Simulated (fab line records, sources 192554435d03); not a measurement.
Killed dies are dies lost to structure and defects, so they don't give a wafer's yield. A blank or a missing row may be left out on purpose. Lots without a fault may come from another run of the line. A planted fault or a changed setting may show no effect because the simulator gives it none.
fab line records | flow n5_finfet
record lots=5 wafers=15 last_day=17
route steps=1938 shown FIN_SAQP@97
lots that met no fault: from a run of the same line without faults
start_h: hours from the record's first day to the start of the lot's first wafer shown | wait_h: hours since the lot's step before | " the same as in the row above | L1.1+2: a row that stands for several wafers | - no value, or no start given | * or withheld: withheld | < > ~ a bound
route shown NAME@n: a module of which the file shows steps, and the number in the route of the first | usual: mean/standard deviation of fault-free wafers | same: alike in all rows | chamber/n: place in a boat | sites: the reading at each site | _std_site: their standard deviation | _edge_site: outer sites' mean less inner sites' | radius_mm: how far each site lies from the wafer's centre | mask NAME#n: copy n | behind: the tool/chamber that last shaped the wafer | hold: why the lot was held/for how many hours/how that ended | device: the transistor (n, p or np) that didn't switch | end of line: the same wafers' tests at the end of the route | a step without rows: its recipe alone | killed: dies lost to structure and defects at the first sort, not the wafer's yield | map: a wafer's dies, x killed, . not, _ none there
set.NAME: the setting as run; set.NAME@STEP: as run at that earlier step | model.NAME: the simulator's own value behind a step, which no gauge read
lots at some steps of the route; a table a step, a row a wafer
services: from which hour (start_h, from the record's first day; less than 0 if before it) a tool's chamber was out of use, for how many hours, and why
## steps
# step N5_FIN_SAQP_THK_MEAS_05
# usual thk_nm=38.0/0.6
# columns lot.wafer tool chamber start_h wait_h thk_nm
L081.1 film_metro-01 - 63.57 0.1 37.8
L081.3 " - " " 38.8
L081.5 " - " " 39.0
L083.1 film_metro-01 - 74.60 0.1 37.7
L083.2 " - " " 37.7
L083.4 " - " " 37.5
L088.2 film_metro-01 - 104.84 0.1 38.3
L088.4 " - " " 39.3
L088.6 " - " " 38.9
L089.2 film_metro-02 - 111.24 0.1 38.4
L089.3 " - " " 38.0
L089.5 " - " " 38.4
L090.3 film_metro-01 - 117.32 0.1 38.3
L090.5 " - " " 38.5
L090.6 " - " " 38.7
# step N5_FIN_SAQP_PECVD_47
# recipe material=a-Si target_thk_a=450 temp_c=400 precursor=SiH4/He pressure_torr=3 rf_w=100 time_s=36.3
# usual heater_power_w=814/120 showerhead_plenum_p_Torr=5.664/0.028 throttle_valve_pct=17.8/0.81
# columns lot.wafer tool chamber start_h wait_h heater_power_w showerhead_plenum_p_Torr throttle_valve_pct
L081.1 pecvd-02 1 63.61 0.0 895 5.666 17.7
L081.3 " 0 " " 786 5.659 19.1
L081.5 " 2 " " 731 5.669 17.2
L083.1 pecvd-02 2 74.64 0.0 685 5.681 17.2
L083.2 " 1 " " 884 5.690 17.6
L083.4 " 1 " " 919 5.673 17.4
L088.2 pecvd-04 0 104.88 0.0 930 5.610 18.2
L088.4 " 2 " " 821 5.709 17.4
L088.6 " 0 " " 942 5.611 18.4
L089.2 pecvd-02 2 111.28 0.0 798 5.689 17.5
L089.3 " 0 " " 787 5.659 18.9
L089.5 " 1 " " 911 5.683 17.3
L090.3 pecvd-04 0 117.36 0.0 925 5.611 18.1
L090.5 " 2 " " 829 5.703 17.3
L090.6 " 1 " " 737 5.659 17.7
# step N5_FIN_SAQP_PECVD_48
# recipe material=SiNx target_thk_a=250 temp_c=400 precursor=SiH4/NH3/N2 pressure_torr=1.5 rf_w=300 time_s=22.1
# usual heater_power_w=748/120 showerhead_plenum_p_Torr=5.14/0.037 throttle_valve_pct=39.1/1.8
# columns lot.wafer tool chamber start_h wait_h heater_power_w showerhead_plenum_p_Torr throttle_valve_pct
L081.1 pecvd-02 1 63.65 0.0 724 5.16 38.4
L081.3 " 0 " " 716 5.17 41.8
L081.5 " 2 " " 687 5.16 37.7
L083.1 pecvd-02 2 74.68 0.0 671 5.16 38.1
L083.2 " 1 " " 858 5.16 38.8
L083.4 " 1 " " 836 5.14 38.2
L088.2 pecvd-04 0 104.92 0.0 905 5.06 39.8
L088.4 " 2 " " 784 5.19 37.9
L088.6 " 0 " " 905 5.07 39.9
L089.2 pecvd-02 2 111.32 0.0 709 5.15 38.6
L089.3 " 0 " " 783 5.17 41.9
L089.5 " 1 " " 767 5.15 38.4
L090.3 pecvd-04 0 117.40 0.0 898 5.06 39.8
L090.5 " 2 " " 851 5.20 38.1
L090.6 " 1 " " 653 5.14 39.0
# step N5_FIN_SAQP_PECVD_06
# recipe material=a-Si target_thk_a=600 temp_c=400 precursor=SiH4/He pressure_torr=3 rf_w=100 time_s=48.1
# usual heater_power_w=825/120 showerhead_plenum_p_Torr=5.665/0.028 throttle_valve_pct=17.8/0.8
# columns lot.wafer tool chamber start_h wait_h heater_power_w showerhead_plenum_p_Torr throttle_valve_pct
L081.1 pecvd-02 1 63.69 0.0 955 5.681 17.5
L081.3 " 0 " " 807 5.685 19.1
L081.5 " 2 " " 789 5.689 17.4
L083.1 pecvd-02 2 74.72 0.0 715 5.682 17.3
L083.2 " 1 " " 909 5.663 17.9
L083.4 " 1 " " 933 5.670 17.4
L088.2 pecvd-04 0 104.96 0.0 1029 5.612 18.1
L088.4 " 2 " " 943 5.717 17.4
L088.6 " 0 " " 1023 5.614 18.3
L089.2 pecvd-02 2 111.36 0.0 741 5.682 17.2
L089.3 " 0 " " 851 5.674 18.8
L089.5 " 1 " " 947 5.663 17.4
L090.3 pecvd-04 0 117.44 0.0 1025 5.617 18.1
L090.5 " 2 " " 877 5.696 17.2
L090.6 " 1 " " 694 5.660 18.1
# step N5_FIN_SAQP_THK_MEAS_07
# usual thk_nm=60.3/0.91
# columns lot.wafer tool chamber start_h wait_h thk_nm
L081.1 film_metro-01 - 63.78 0.1 59.2
L081.3 " - " " 60.0
L081.5 " - " " 60.6
L083.1 film_metro-01 - 74.81 0.1 60.5
L083.2 " - " " 59.3
L083.4 " - " " 59.5
L088.2 film_metro-01 - 105.05 0.1 59.5
L088.4 " - " " 61.3
L088.6 " - " " 61.1
L089.2 film_metro-01 - 111.45 0.1 60.0
L089.3 " - " " 60.6
L089.5 " - " " 59.4
L090.3 film_metro-01 - 117.53 0.1 60.3
L090.5 " - " " 60.5
L090.6 " - " " 60.3
# step N5_FIN_SAQP_HM_DEP_72
# recipe material=SiO2 target_thk_a=120 temp_c=400 precursor=SiH4/N2O pressure_torr=0.75 rf_w=275 time_s=7.2
# usual heater_power_w=754/110 showerhead_plenum_p_Torr=8.14/0.072
# columns lot.wafer tool chamber start_h wait_h heater_power_w showerhead_plenum_p_Torr
L081.1 pecvd-03 0 63.82 0.0 845 8.21
L081.3 " 2 " " 833 8.15
L081.5 " 1 " " 637 8.07
L083.1 pecvd-04 2 74.84 0.0 744 8.28
L083.2 " 1 " " 586 8.13
L083.4 " 1 " " 582 8.13
L088.2 pecvd-03 2 105.08 0.0 820 8.13
L088.4 " 0 " " 825 8.19
L088.6 " 2 " " 799 8.13
L089.2 pecvd-03 0 111.48 0.0 786 8.18
L089.3 " 2 " " 810 8.15
L089.5 " 1 " " 521 8.07
L090.3 pecvd-04 1 117.57 0.0 655 8.12
L090.5 " 1 " " 648 8.11
L090.6 " 2 " " 874 8.28
# step N5_FIN_SAQP_COAT_49
# recipe resist=SOC temp_c=250 time_s=60 spin_rpm=1500 resist_thk_nm=100
# columns lot.wafer tool chamber start_h wait_h
L081.1+3+5 litho_track-05 0 63.89 0.1
L083.1+2+4 litho_track-05 0 74.92 0.1
L088.2+4+6 litho_track-03 0 105.16 0.1
L089.2+3+5 litho_track-02 0 111.56 0.1
L090.3+5+6 litho_track-02 0 117.64 0.1
# step N5_FIN_SAQP_COAT_50
# recipe resist=SiARC temp_c=220 time_s=60 spin_rpm=1500 resist_thk_nm=35
# columns lot.wafer tool chamber start_h wait_h
L081.1+3+5 litho_track-05 0 - -
L083.1+2+4 litho_track-05 0 - -
L088.2+4+6 litho_track-03 0 - -
L089.2+3+5 litho_track-02 0 - -
L090.3+5+6 litho_track-02 0 - -
# step N5_FIN_SAQP_COAT_10
# recipe resist=CAR-ArF spin_rpm=1500 resist_thk_nm=90
# columns lot.wafer tool chamber start_h wait_h
L081.1+3+5 litho_track-05 0 - -
L083.1+2+4 litho_track-05 0 - -
L088.2+4+6 litho_track-03 0 - -
L089.2+3+5 litho_track-02 0 - -
L090.3+5+6 litho_track-02 0 - -
# step N5_FIN_SAQP_EBR_12
# recipe solvent=PGMEA ebr_width_mm=1.5
# columns lot.wafer tool chamber start_h wait_h
L081.1+3+5 litho_track-05 0 - -
L083.1+2+4 litho_track-05 0 - -
L088.2+4+6 litho_track-03 0 - -
L089.2+3+5 litho_track-02 0 - -
L090.3+5+6 litho_track-02 0 - -
# step N5_FIN_SAQP_SOFTBAKE_11
# recipe temp_c=110 time_s=60 resist=CAR-ArF
# columns lot.wafer tool chamber start_h wait_h
L081.1+3+5 litho_track-05 0 - -
L083.1+2+4 litho_track-05 0 - -
L088.2+4+6 litho_track-03 0 - -
L089.2+3+5 litho_track-02 0 - -
L090.3+5+6 litho_track-02 0 - -
# step N5_FIN_SAQP_EXPOSE_13
# recipe mask_id=FIN_CORE na=1.35 source_shape=dipole sigma_inner=0.538 sigma_outer=0.738 polarization=te target_cd_nm=35.6 dose_mj=63.25
# same dipole_opening_deg=40 sigma_inner=0.538
# columns lot.wafer tool chamber start_h wait_h mask
L081.1+3+5 arfi_scanner-01 0 64.14 - FIN_CORE#0
L083.1+2+4 arfi_scanner-02 0 75.04 - FIN_CORE#0
L088.2+4+6 arfi_scanner-01 0 105.41 - FIN_CORE#0
L089.2+3+5 arfi_scanner-02 0 111.81 - FIN_CORE#0
L090.3+5+6 arfi_scanner-03 0 117.90 - FIN_CORE#0
# step N5_FIN_SAQP_PEB_14
# recipe peb_temp_c=withheld peb_time_s=60 resist=CAR-ArF
# columns lot.wafer tool chamber start_h wait_h
L081.1+3+5 litho_track-02 0 64.20 0.1
L083.1+2+4 litho_track-03 0 75.10 0.1
L088.2+4+6 litho_track-03 0 105.46 0.0
L089.2+3+5 litho_track-05 0 111.87 0.0
L090.3+5+6 litho_track-02 0 117.95 0.0
# step N5_FIN_SAQP_DEVELOP_15
# recipe develop_time_s=30 developer=TMAH resist=CAR-ArF dev_temp_c=23 rinse_liquid=diw dry=air_spin
# usual developer_temp_C=23.01/0.09
# columns lot.wafer tool chamber start_h wait_h developer_temp_C
L081.1 litho_track-02 0 - - 23.12
L081.3 " 0 " " 23.13
L081.5 " 0 " " 23.05
L083.1 litho_track-03 0 - - 23.13
L083.2 " 0 " " 23.02
L083.4 " 0 " " 22.89
L088.2 litho_track-03 0 - - 23.07
L088.4 " 0 " " 23.02
L088.6 " 0 " " 23.07
L089.2 litho_track-05 0 - - 23.18
L089.3 " 0 " " 22.96
L089.5 " 0 " " 23.12
L090.3 litho_track-02 0 - - 22.89
L090.5 " 0 " " 23.02
L090.6 " 0 " " 23.11
# step N5_FIN_SAQP_CD_MEAS_16
# recipe target_cd_nm=35.6 landing_energy_ev=500 detector=se_inlens
# usual cd_nm=35.3/0.31
# same landing_energy_ev=500
# columns lot.wafer tool chamber start_h wait_h cd_nm
L081.1 cd_sem-01 0 64.26 - 35.0
L081.3 " 0 " " 35.3
L081.5 " 0 " " 35.4
L083.1 cd_sem-01 0 75.17 - 35.1
L083.2 " 0 " " 34.9
L083.4 " 0 " " 35.0
L088.2 cd_sem-03 0 105.53 - 35.0
L088.4 " 0 " " 35.3
L088.6 " 0 " " 35.9
L089.2 cd_sem-01 0 111.93 - 35.1
L089.3 " 0 " " 35.3
L089.5 " 0 " " 35.5
L090.3 cd_sem-01 0 118.02 - 34.9
L090.5 " 0 " " 35.0
L090.6 " 0 " " 35.2
# step N5_FIN_SAQP_OVL_MEAS_17
# recipe points_per_wafer=44
# usual FIN_CORE_OVL=0.2/1
# columns lot.wafer tool chamber start_h wait_h FIN_CORE_OVL[nm]
L081.1 overlay-01 0 64.30 0.0 0.9
L081.3 " 0 " " -0.4
L081.5 " 0 " " 0.9
L083.1 overlay-02 0 75.21 0.0 1.2
L083.2 " 0 " " 2.0
L083.4 " 0 " " 0.8
L088.2 overlay-02 0 105.57 0.0 0.4
L088.4 " 0 " " -0.9
L088.6 " 0 " " -0.6
L089.2 overlay-02 0 111.97 0.0 1.0
L089.3 " 0 " " 1.8
L089.5 " 0 " " 0.6
L090.3 overlay-01 0 118.06 0.0 0.9
L090.5 " 0 " " 1.4
L090.6 " 0 " " 1.1
# step N5_FIN_SAQP_INSPECT_18
# recipe mode=adi inspect_instrument=brightfield
# usual raw_defect_count=388/94
# columns lot.wafer tool chamber start_h wait_h raw_defect_count
L081.1 defect_inspect-02 - 64.33 0.0 389
L081.3 " - " " 472
L081.5 " - " " 298
L083.1 defect_inspect-02 - 75.23 0.0 413
L083.2 " - " " 489
L083.4 " - " " 290
L088.2 defect_inspect-02 - 105.60 0.0 227
L088.4 " - " " 312
L088.6 " - " " 243
L089.2 defect_inspect-01 - 112.00 0.0 391
L089.3 " - " " 350
L089.5 " - " " 333
L090.3 defect_inspect-01 - 118.08 0.0 449
L090.5 " - " " 498
L090.6 " - " " 369
# step N5_FIN_SAQP_DESCUM_21
# recipe chemistry=O2 time_s=7.9 source_power_w=50 bias_power_w=20 pressure_mtorr=20 rf_frequency_hz=2.712e+07 temp_c=40 resist=CAR-ArF o2_flow_sccm=225
# usual drypump_motor_current_A=6.00/0.25 oes_product_au=0.78/0.066 rf_vpp_V=242.6/1.1 showerhead_plenum_p_Torr=2.05/0.052 throttle_valve_pct=20.45/0.23
# columns lot.wafer tool chamber start_h wait_h drypump_motor_current_A oes_product_au rf_hours_counter_h rf_vpp_V showerhead_plenum_p_Torr throttle_valve_pct
L081.1 rie_diel-03 3 64.36 0.0 5.89 0.75 182 242.9 2.10 20.39
L081.3 " 2 " " 6.10 0.80 74 243.3 2.01 20.24
L081.5 " 1 " " 5.93 0.77 - 240.5 2.01 20.76
L083.1 rie_diel-02 1 75.73 0.5 6.28 0.68 222 241.1 1.97 20.57
L083.2 " 3 " " 6.11 0.72 238 243.7 2.15 20.30
L083.4 " 0 " " 6.27 0.91 14 241.5 2.06 20.36
L088.2 rie_diel-03 0 105.65 0.1 5.45 0.78 130 243.4 2.08 20.59
L088.4 " 3 " " 5.89 0.75 - 243.5 2.10 20.41
L088.6 " 0 " " 5.47 0.78 - 243.8 2.08 20.59
L089.2 rie_diel-03 2 112.03 0.0 6.06 0.80 85 242.1 2.00 20.25
L089.3 " 1 " " 5.90 0.75 134 242.0 2.00 20.74
L089.5 " 1 " " 5.94 0.76 - 242.2 2.00 20.77
L090.3 rie_diel-02 2 118.14 0.1 6.14 0.78 139 242.7 2.00 20.09
L090.5 " 3 " " 6.12 1.00 - 244.1 2.15 20.00
L090.6 " 2 " " 6.20 0.79 - 240.7 2.01 20.10
# step N5_FIN_SAQP_ETCH_51
# recipe chemistry=CF4 target=SiARC target_depth_a=455 mask_material=CAR-ArF time_s=75.8 ion_energy_ev=80 pressure_mtorr=40 source_w=545 bias_w=36 Ar_flow_sccm=100 cf4_flow_sccm=100 ends=cleared
# usual drypump_motor_current_A=5.99/0.25 etch_rf_on_time_s=75.6/2.3 oes_product_au=0.67/0.057 rf_vpp_V=183.6/1 showerhead_plenum_p_Torr=2.10/0.046 throttle_valve_pct=15.64/0.21
# columns lot.wafer tool chamber start_h wait_h drypump_motor_current_A etch_rf_on_time_s oes_product_au rf_hours_counter_h rf_vpp_V showerhead_plenum_p_Torr throttle_valve_pct
L081.1 rie_diel-03 3 64.40 0.0 5.89 74.7 0.64 182 184.3 2.14 15.53
L081.3 " 2 " " 6.05 78.3 0.68 74 182.6 2.08 15.47
L081.5 " 1 " " 5.92 78.8 0.63 - 184.9 2.06 15.85
L083.1 rie_diel-02 1 75.76 0.0 6.28 75.6 0.60 222 182.9 2.04 15.85
L083.2 " 3 " " 6.11 73.3 0.62 238 184.4 2.20 15.56
L083.4 " 0 " " 6.29 77.8 0.78 14 183.4 2.11 15.40
L088.2 rie_diel-03 0 105.68 0.0 5.44 76.8 0.66 130 183.6 2.14 15.86
L088.4 " 3 " " 5.85 75.0 0.63 - 183.5 2.13 15.54
L088.6 " 0 " " 5.45 76.7 0.66 - 184.5 2.14 15.87
L089.2 rie_diel-03 2 112.06 0.0 6.06 78.1 0.67 85 184.6 2.07 15.48
L089.3 " 1 " " 5.94 79.0 0.63 134 183.4 2.05 15.86
L089.5 " 1 " " 5.93 78.8 0.63 - 183.3 2.05 15.86
L090.3 rie_diel-02 2 118.18 0.0 6.15 72.4 0.67 139 183.6 2.07 15.47
L090.5 " 3 " " 6.10 72.2 0.85 - 183.1 2.19 15.12
L090.6 " 2 " " 6.17 72.8 0.67 - 182.8 2.07 15.47
# step N5_FIN_SAQP_ETCH_52
# recipe chemistry=N2/H2 target=SOC target_depth_a=1000 overetch_a=200 mask_material=SiARC temp_c=40 time_s=150 ion_energy_ev=200 pressure_mtorr=30 source_w=840 bias_w=150 n2_flow_sccm=200 h2_flow_sccm=200 ends=end_point
# usual drypump_motor_current_A=6.00/0.25 h2_flow_sccm=200.0/0.58 oes_product_au=0.70/0.059 rf_vpp_V=522.4/1.9 showerhead_plenum_p_Torr=2.49/0.062 throttle_valve_pct=17.79/0.26
# columns lot.wafer tool chamber start_h wait_h drypump_motor_current_A h2_flow_sccm oes_product_au rf_hours_counter_h rf_vpp_V showerhead_plenum_p_Torr throttle_valve_pct
L081.1 rie_diel-03 3 64.45 0.0 5.87 199.8 0.66 182 523.0 2.51 17.47
L081.3 " 2 " " 6.07 200.8 0.72 74 520.7 2.45 17.67
L081.5 " 1 " " 5.93 199.6 0.67 - 521.9 2.46 18.26
L083.1 rie_diel-02 1 75.82 0.0 6.27 199.6 0.62 222 520.5 2.40 17.98
L083.2 " 3 " " 6.14 199.6 0.64 239 527.4 2.63 17.83
L083.4 " 0 " " 6.29 199.7 0.83 14 521.8 2.49 17.63
L088.2 rie_diel-03 0 105.74 0.0 5.44 200.5 0.69 130 525.0 2.53 17.87
L088.4 " 3 " " 5.89 200.4 0.65 - 524.0 2.51 17.47
L088.6 " 0 " " 5.44 199.5 0.70 - 523.3 2.53 17.88
L089.2 rie_diel-03 2 112.12 0.0 6.10 199.0 0.72 85 521.0 2.45 17.68
L089.3 " 1 " " 5.92 200.9 0.68 134 521.1 2.46 18.29
L089.5 " 1 " " 5.97 200.1 0.67 - 521.2 2.46 18.30
L090.3 rie_diel-02 2 118.23 0.0 6.15 200.5 0.68 139 521.4 2.44 17.45
L090.5 " 3 " " 6.13 200.0 0.87 - 524.9 2.63 17.47
L090.6 " 2 " " 6.14 200.7 0.69 - 521.0 2.44 17.45
# step N5_FIN_SAQP_STRIP_53
# recipe chemistry=N2/H2 temp_c=40 n2_flow_sccm=200 h2_flow_sccm=200 rf_frequency_hz=6e+07
# columns lot.wafer tool chamber start_h wait_h
L081.1+3+5 rie_diel-03 3,2,1 64.55 0.0
L083.1+2+4 rie_diel-02 1,3,0 75.92 0.0
L088.2+4+6 rie_diel-03 0,3,0 105.84 0.0
L089.2+3+5 rie_diel-03 2,1,1 112.22 0.0
L090.3+5+6 rie_diel-02 2,3,2 118.33 0.0
# step N5_FIN_SAQP_HM_OPEN_73
# recipe chemistry=CHF3/O2 target=SiO2 stop_on=a-Si target_depth_a=120 over_etch_frac=1.8 mask_material=SOC time_s=16.8 pressure_mtorr=30 source_w=650 bias_w=170 Ar_flow_sccm=200 CHF3_flow_sccm=50 O2_flow_sccm=5 ion_energy_ev=200 ends=end_point
# usual drypump_motor_current_A=6.00/0.25 oes_product_au=0.47/0.04 rf_vpp_V=523/10 showerhead_plenum_p_Torr=2.36/0.057 throttle_valve_pct=18.84/0.18
# columns lot.wafer tool chamber start_h wait_h drypump_motor_current_A oes_product_au rf_hours_counter_h rf_vpp_V showerhead_plenum_p_Torr throttle_valve_pct
L081.1 rie_diel-03 3 64.56 0.0 5.86 0.44 182 542 2.41 18.72
L081.3 " 2 " " 6.08 0.48 74 513 2.35 18.81
L081.5 " 1 " " 5.91 0.45 - 524 2.29 18.96
L083.1 rie_diel-02 1 75.93 0.0 6.28 0.41 222 538 2.30 19.14
L083.2 " 3 " " 6.12 0.43 239 527 2.49 18.81
L083.4 " 0 " " 6.28 0.56 14 508 2.36 18.62
L088.2 rie_diel-03 0 105.85 0.0 5.44 0.46 130 520 2.40 19.04
L088.4 " 3 " " 5.89 0.44 - 541 2.41 18.73
L088.6 " 0 " " 5.45 0.46 - 521 2.40 19.02
L089.2 rie_diel-03 2 112.23 0.0 6.07 0.47 85 511 2.35 18.83
L089.3 " 1 " " 5.94 0.45 134 525 2.29 18.99
L089.5 " 1 " " 5.94 0.45 - 522 2.29 18.97
L090.3 rie_diel-02 2 118.34 0.0 6.16 0.47 139 530 2.33 18.63
L090.5 " 3 " " 6.11 0.58 - 525 2.49 18.46
L090.6 " 2 " " 6.14 0.46 - 529 2.33 18.62
# step N5_FIN_SAQP_STRIP_74
# recipe chemistry=CHF3/O2 resist=SiARC rf_frequency_hz=6e+07
# columns lot.wafer tool chamber start_h wait_h
L081.1+3+5 rie_diel-03 3,2,1 64.61 0.0
L083.1+2+4 rie_diel-02 1,3,0 75.98 0.0
L088.2+4+6 rie_diel-03 0,3,0 105.90 0.0
L089.2+3+5 rie_diel-03 2,1,1 112.28 0.0
L090.3+5+6 rie_diel-02 2,3,2 118.40 0.0
# step N5_FIN_SAQP_MANDREL_ETCH_22
# recipe target_depth_a=600 chemistry=HBr/Cl2 target=a-Si stop_on=SiNx bt_time_s=10 over_etch_frac=0.5 time_s=30 pressure_mtorr=10 icp_w=800 bias_w=75 HBr_flow_sccm=150 Cl2_flow_sccm=80 ends=end_point
# usual drypump_motor_current_A=5.7/0.44 oes_product_au=0.767/0.012 throttle_valve_pct=35.3/0.38
# columns lot.wafer tool chamber start_h wait_h drypump_motor_current_A oes_product_au rf_hours_counter_h throttle_valve_pct
L081.1 rie_si-04 3 64.64 0.0 6.1 0.755 8 35.7
L081.3 " 1 " " 5.8 0.774 56 35.4
L081.5 " 3 " " 6.1 0.761 - 35.6
L083.1 rie_si-04 0 76.01 0.0 5.7 0.762 35 35.1
L083.2 " 3 " " 6.1 0.748 8 35.7
L083.4 " 1 " " 5.8 0.773 57 35.4
L088.2 rie_si-02 1 105.93 0.0 5.7 0.778 76 35.4
L088.4 " 3 " " 5.3 0.786 116 34.8
L088.6 " 2 " " 5.6 0.764 - 35.0
L089.2 rie_si-04 3 112.31 0.0 6.1 0.761 9 35.6
L089.3 " 1 " " 5.8 0.772 57 35.4
L089.5 " 2 " " 5.5 0.761 - 35.1
L090.3 rie_si-04 3 118.43 0.0 6.1 0.749 9 35.7
L090.5 " 3 " " 6.1 0.754 - 35.7
L090.6 " 2 " " 5.5 0.771 - 35.1
# step N5_FIN_SAQP_STRIP_55
# recipe chemistry=N2/H2 power_w=500 temp_c=40 pressure_mtorr=50 rf_frequency_hz=6e+07 overash_fraction=0.3 bias_power_w=28 h2_frac=0.5 n2_flow_sccm=300 h2_flow_sccm=300
# usual drypump_motor_current_A=6.04/0.24 h2_flow_sccm=300.0/0.88 oes_product_au=0.78/0.067 rf_vpp_V=121.5/1.2 showerhead_plenum_p_Torr=3.28/0.082 throttle_valve_pct=18.8/0.4
# columns lot.wafer tool chamber start_h wait_h drypump_motor_current_A h2_flow_sccm oes_product_au rf_hours_counter_h rf_vpp_V showerhead_plenum_p_Torr throttle_valve_pct
L081.1 rie_diel-03 1 64.74 0.1 5.98 300.7 0.76 125 119.4 3.25 19.6
L081.3 " 3 " " 5.90 300.4 0.75 182 121.4 3.32 18.3
L081.5 " 1 " " 5.93 300.9 0.75 - 120.7 3.25 19.6
L083.1 rie_diel-03 0 76.18 0.1 5.48 299.2 0.77 124 123.1 3.34 18.7
L083.2 " 1 " " 5.97 299.4 0.76 129 120.9 3.25 19.6
L083.4 " 2 " " 6.08 299.8 0.79 77 119.9 3.24 18.8
L088.2 rie_diel-03 3 106.03 0.1 5.86 299.3 0.74 191 123.4 3.32 18.3
L088.4 " 0 " " 5.43 300.2 0.76 - 121.8 3.34 18.7
L088.6 " 2 " " 6.07 300.1 0.79 - 121.5 3.24 18.7
L089.2 rie_diel-02 0 112.41 0.1 6.30 300.6 0.87 30 121.7 3.29 18.7
L089.3 " 1 " " 6.27 300.0 0.67 237 121.9 3.17 19.0
L089.5 " 0 " " 6.31 300.0 0.86 - 119.8 3.29 18.7
L090.3 rie_diel-03 2 118.58 0.1 6.08 300.1 0.78 88 120.9 3.24 18.8
L090.5 " 2 " " 6.09 301.1 0.79 - 122.2 3.23 18.8
L090.6 " 0 " " 5.51 300.7 0.76 - 120.6 3.34 18.7
# step N5_FIN_SAQP_STRIP_23
# recipe chemistry=SPM time_s=750 temp_c=130 h2so4_h2o2_vol_ratio=4
# columns lot.wafer tool chamber start_h wait_h
L081.1+3+5 wet_bench-06 1,2,3 64.81 -
L083.1+2+4 wet_bench-06 6,0,7 76.24 -
L088.2+4+6 wet_bench-06 0,2,1 106.10 -
L089.2+3+5 wet_bench-04 4,7,5 112.48 -
L090.3+5+6 wet_bench-06 1,6,4 118.65 -
# step N5_FIN_SAQP_SRD_66
# recipe dry=ipa_marangoni time_s=30 temp_c=23 rinse_liquid=diw
# columns lot.wafer tool chamber start_h wait_h
L081.1+3+5 wet_bench-06 1,2,3 65.02 0.0
L083.1+2+4 wet_bench-06 6,0,7 76.45 0.0
L088.2+4+6 wet_bench-06 0,2,1 106.31 0.0
L089.2+3+5 wet_bench-04 4,7,5 112.69 0.0
L090.3+5+6 wet_bench-06 1,6,4 118.86 0.0
# step N5_FIN_SAQP_RECESS_75
# recipe chemistry=HF/NH3 target=SiO2 target_depth_a=144 afs_cycles=3 temp_c=30 sublimation_temp_c=180 sublimation_time_s=60
# usual drypump_motor_current_A=5.4/0.31
# columns lot.wafer tool chamber start_h wait_h drypump_motor_current_A
L081.1 vapor_etch-01 0 65.07 0.0 5.9
L081.3 " 0 " " 5.9
L081.5 " 0 " " 5.9
L083.1 vapor_etch-01 1 76.50 0.0 5.4
L083.2 " 0 " " 5.9
L083.4 " 1 " " 5.4
L088.2 vapor_etch-02 1 106.35 0.0 5.2
L088.4 " 1 " " 5.2
L088.6 " 0 " " 5.2
L089.2 vapor_etch-02 0 112.73 0.0 5.2
L089.3 " 1 " " 5.2
L089.5 " 1 " " 5.2
L090.3 vapor_etch-01 0 119.02 0.1 5.9
L090.5 " 1 " " 5.4
L090.6 " 0 " " 5.9
# step N5_FIN_SAQP_SPACER1_ALD_24
# recipe material=SiO2 target_thk_a=203 temp_c=300 ald_precursor_family=BDEAS ald_co_reactant=O2-plasma pulse_time_s=1 purge_time_s=2 co_reactant_purge_time_s=2 ald_cycles=218 pressure_torr=2
# usual heater_power_w=458/49 precursor_pulse_height_rel=1.000/0.02
# same co_reactant_purge_time_s=2 pulse_time_s=1
# columns lot.wafer tool chamber start_h wait_h heater_power_w precursor_pulse_height_rel
L081.1 ald_sin-01 3 65.45 0.3 535 1.004
L081.3 " 0 " " 402 1.014
L081.5 " 0 " " 397 1.005
L083.1 ald_sin-01 1 76.88 0.3 479 1.027
L083.2 " 2 " " 375 1.019
L083.4 " 3 " " 508 0.998
L088.2 ald_sin-04 3 106.74 0.3 491 0.997
L088.4 " 1 " " 496 0.974
L088.6 " 1 " " 494 1.005
L089.2 ald_sin-01 3 113.12 0.3 502 1.007
L089.3 " 0 " " 442 0.997
L089.5 " 1 " " 485 1.011
L090.3 ald_sin-01 2 119.34 0.2 339 0.981
L090.5 " 3 " " 509 1.035
L090.6 " 2 " " 344 1.064
# step N5_FIN_SAQP_SPACER1_ETCHBACK_25
# recipe chemistry=CHF3/O2 mode=anisotropic_etchback target=SiO2 target_depth_a=244 time_s=12.2 pressure_mtorr=30 source_w=650 bias_w=170 Ar_flow_sccm=200 CHF3_flow_sccm=50 O2_flow_sccm=5 ion_energy_ev=200
# usual drypump_motor_current_A=5.99/0.23 oes_product_au=0.76/0.051 rf_vpp_V=524/9.8 showerhead_plenum_p_Torr=2.35/0.054 throttle_valve_pct=18.95/0.16
# columns lot.wafer tool chamber start_h wait_h drypump_motor_current_A oes_product_au rf_hours_counter_h rf_vpp_V showerhead_plenum_p_Torr throttle_valve_pct
L081.1 rie_diel-03 0 66.20 0.4 5.46 0.78 120 522 2.41 19.10
L081.3 " 2 " " 6.07 0.79 75 514 2.35 18.90
L081.5 " 2 " " 6.07 0.81 - 514 2.35 18.89
L083.1 rie_diel-04 3 77.60 0.4 6.15 0.82 75 512 2.33 19.06
L083.2 " 2 " " 5.78 0.73 205 530 2.37 19.16
L083.4 " 0 " " 5.97 0.72 190 513 2.32 18.88
L088.2 rie_diel-02 2 107.45 0.4 6.12 0.79 135 531 2.33 18.70
L088.4 " 0 " " 6.29 0.87 - 508 2.36 18.70
L088.6 " 1 " " 6.27 0.69 - 538 2.30 19.23
L089.2 rie_diel-03 2 114.05 0.6 6.07 0.79 86 513 2.35 18.89
L089.3 " 1 " " 5.96 0.74 135 524 2.29 19.05
L089.5 " 0 " " 5.44 0.77 - 520 2.40 19.10
L090.3 rie_diel-03 2 120.07 0.4 6.08 0.79 89 513 2.35 18.93
L090.5 " 2 " " 6.06 0.79 - 513 2.35 18.91
L090.6 " 0 " " 5.44 0.77 - 519 2.40 19.12
## services
# columns tool chamber start_h hours kind
arfi_scanner-03 - 46.50 1.3 pm
ald_sin-04 2 47.79 4.1 repair
pecvd-03 - 50.89 5.5 pm
ald_sin-04 - 51.61 6.1 pm
vapor_etch-01 - 52.71 0.1 repair
litho_track-02 - 55.27 - consumable_replace:filter
arfi_scanner-01 - 57.96 1.0 pm
pecvd-02 - 58.79 2.8 pm
arfi_scanner-03 - 67.93 0.8 pm
arfi_scanner-02 - 70.61 1.0 pm
pecvd-02 - 76.47 0.8 repair
arfi_scanner-01 - 77.53 1.3 pm
pecvd-02 - 78.61 0.5 repair
arfi_scanner-02 - 81.57 1.2 repair
pecvd-02 1 82.39 4.4 repair
rie_diel-03 - 83.71 14.6 pm
ald_sin-01 - 85.25 14.0 pm
rie_diel-04 2 100.26 10.0 repair
rie_diel-03 1 100.86 6.7 repair
rie_diel-02 3 102.85 - clean
rie_diel-02 3 102.85 - consumable_replace:focus_ring
rie_diel-02 3 102.85 13.7 scheduled_down
rie_diel-02 3 102.85 13.7 vent_cycle
arfi_scanner-01 - 115.93 0.8 pm
## key
fault none
